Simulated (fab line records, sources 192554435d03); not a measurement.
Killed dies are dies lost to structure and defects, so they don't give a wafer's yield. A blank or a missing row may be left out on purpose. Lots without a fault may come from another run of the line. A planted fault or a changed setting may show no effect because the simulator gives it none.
Chamber matching | flow n5_finfet | N5_BEOL_M4_DESCUM_16 on rie_diel-01: 4 sister chambers
The step chemistry O2, time 7 s. 8 wafers are shown with their chamber, then 7 later ones without.

WAFERS WITH THEIR CHAMBER
wafer  | chamber | drypump_motor_current_A (A) | throttle_valve_pct (%)
L074.2 | 2       | 4.9                         | 20.47
L079.2 | 3       | 5.1                         | 19.96
L079.3 | 2       | 4.9                         | 20.47
L081.2 | 1       | 6.1                         | 20.50
L081.5 | 3       | 5.1                         | 19.97
L081.6 | 0       | 6.8                         | 20.52
L092.4 | 1       | 6.2                         | 20.51
L092.5 | 0       | 6.8                         | 20.56

WAFERS WITHOUT THEIR CHAMBER
wafer  | drypump_motor_current_A (A) | throttle_valve_pct (%)
L092.6 | 5.1                         | 20.02
L094.2 | 6.8                         | 20.58
L094.4 | 6.2                         | 20.55
L094.6 | 6.1                         | 20.55
L095.1 | 4.9                         | 20.53
L095.4 | 6.2                         | 20.55
L095.5 | 5.1                         | 20.03

WHICH CHAMBER EACH WENT THROUGH
wafer  | from the rows above | in truth
L092.6 | 3                   | 3
L094.2 | 0                   | 0
L094.4 | 1                   | 1
L094.6 | 1                   | 1
L095.1 | 2                   | 2
L095.4 | 1                   | 1
L095.5 | 3                   | 3
Placed correctly: 7 of 7. Can't be placed from these rows: 0. Placed wrongly: 0.
How it was worked out, from the rows above alone: a wafer's distance from a chamber is the root of the sum, over the readings, of the square of ((its reading less the chamber's mean) divided by the reading's scatter). The wafer belongs to the nearest chamber; if the next one is less than 2 further off, it can't be placed. A chamber's mean is the mean of its shown wafers. The scatter: the root of (the sum of the squares of (reading less its chamber's mean) over the shown wafers, divided by (wafers less chambers)).
